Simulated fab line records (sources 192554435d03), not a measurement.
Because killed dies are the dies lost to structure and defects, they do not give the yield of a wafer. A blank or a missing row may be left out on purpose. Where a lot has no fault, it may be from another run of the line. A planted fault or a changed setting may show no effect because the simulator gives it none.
Struck lot and sound lot, side by side :: flow n5_finfet :: 36 steps out of a route of 1938
Sound: the wafers L808.1, L808.2, L808.4. Struck: wafer L811.5. (L811.2 of the same lot was not struck and is left out.) The cause comes at the end.
For every step that has rows: the tool of each side, followed by ch and its chambers, followed by its first start. Under that, the readings that differ: sound wafers :: struck wafers :: difference of the means :: sigmas: that difference in standard deviations of wafers without a fault.
alike: words and numbers the same on both sides, and readings whose means are apart by under 2 such deviations; not compared: readings that were withheld, readings missing a value for some wafer, numbers with overlapping values and no deviation given by the record, and bounds like >300 which may hide the same value.
Wherever a step has rows on one side only, a row that says differs or no value, or a row with sigmas, the two part there. Numbers that have no deviation but don't overlap get no sigmas and don't part them. A reading that every wafer of one side lacks parts them only if that side has two wafers or more.

first, 9 steps without rows for these wafers: N5_BEOL_M4_ANNEAL_95 (time 240 s); N5_BEOL_M4_SPUTTER_96 (material Cu, target thk 4.5 nm, time 8.29 s); N5_BEOL_M4_ECD_50 (material Cu, target thk 300 nm); N5_BEOL_M4_ANNEAL_51 (time 90 s); N5_BEOL_M4_CMP_52 (polishes, stops on SiOC, t overpolish 6.8 s, target thk 40 nm); N5_BEOL_M4_PRE_CLEAN_60 (time 15 s); N5_BEOL_M4_CO_CAP_55 (material Co, precursor CCTBA/H2, target thk 2 nm, time 102.1 s); N5_BEOL_M4_PRE_CLEAN_56 (time 15 s); N5_BEOL_M4_DEP_57 (deposits SiCN from 3MS/NH3, target thk 8 nm, time 14 s).
N5_BEOL_M4_RC_MEAS_101:
  sound on prober-02 ch 0, day 9 16:51; struck on prober-01 ch 0, day 10 23:22
  alike: DIBL_N, DIBL_P, IOFF_N, IOFF_P, ION_N, ION_P, SS_N, SS_P, VT_N, VT_P
then, 24 steps without rows for these wafers: N5_BEOL_M5_ILD_DEP_00 (deposits SiCOH lowk from DEMS/porogen, target thk 140.64 nm, time 25.9 s); N5_BEOL_M5_CURE_79 (cures SiCOH lowk, time 240 s); N5_BEOL_M5_PECVD_70 (deposits SiO2 from TEOS/O2, target thk 16 nm, time 18 s); N5_BEOL_M5_HM_DEP_02 (deposits TiN, target thk 20 nm); N5_BEOL_M5_COAT_59 (time 60 s, resist thk 60 nm); N5_BEOL_M5_COAT_60 (time 60 s, resist thk 12 nm); N5_BEOL_M5_COAT_71 (time 60 s, resist thk 5 nm); N5_BEOL_M5_COAT_05 (resist thk 30 nm); N5_BEOL_M5_EBR_07; N5_BEOL_M5_SOFTBAKE_06 (time 60 s); N5_BEOL_M5_EXPOSE_08 (exposes mask M5, target cd 28 nm); N5_BEOL_M5_PEB_09 (peb time 60 s); N5_BEOL_M5_DEVELOP_10 (develop time 30 s); N5_BEOL_M5_DESCUM_16 (chemistry O2, time 7 s); N5_BEOL_M5_ETCH_72 (etches underlayer in N2/H2, target depth 6.5 nm, time 5.2 s); N5_BEOL_M5_ETCH_61 (etches SiARC in CF4, target depth 15.6 nm, time 26 s); N5_BEOL_M5_ETCH_62 (etches SOC in N2/H2, target depth 75 nm, overetch 15 nm, time 112.5 s); N5_BEOL_M5_STRIP_63 (strips in N2/H2); N5_BEOL_M5_STRIP_73 (strips in N2/H2); N5_BEOL_M5_STRIP_64 (strips in CF4); N5_BEOL_M5_HM_OPEN_17 (chemistry Cl2/BCl3, target TiN, target depth 20 nm, overetch 6 nm); N5_BEOL_M5_STRIP_19 (strips in O2); N5_BEOL_M5_COAT_65 (time 60 s, resist thk 60 nm); N5_BEOL_M5_COAT_66 (time 60 s, resist thk 12 nm).
-- record jumps: 4 days separate the struck wafers' starts on either side; left off in module BEOL_M5, taken up again in module PASSIVATION, whose first shown step is the route's number 1936 --
N5_PASSIVATION_PECVD_01: deposits SiNx from SiH4/NH3/N2, target thk 200 nm, time 43.2 s.
  sound on pecvd-03 ch 0,1,2, day 13 23:53; struck on pecvd-03 ch 1, day 15 00:46
reading: showerhead_plenum_p_Torr (Torr)
sound: 8.67 8.78 8.66
struck: 8.81
difference: +0.11
sigmas: +2

reading: model.SiNx_of_PASSIVATION_PECVD_01.thk_nm (nm)
sound: 194.6 196.4 197.4
struck: 269.4
difference: +73.3
sigmas: 
  alike: heater_power_w, throttle_valve_pct
N5_PASSIVATION_PROBE_49:
  rows exist in the record for the struck wafers here (prober-02, day 15 09:20), but not for the sound ones

WHERE THEY PART
Last at N5_PASSIVATION_PROBE_49 as far as this record goes, first at N5_PASSIVATION_PECVD_01.

WHY: the cause the simulator had injected
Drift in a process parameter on pecvd-03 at N5_PASSIVATION_PECVD_01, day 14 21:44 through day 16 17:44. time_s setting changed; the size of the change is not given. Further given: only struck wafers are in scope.
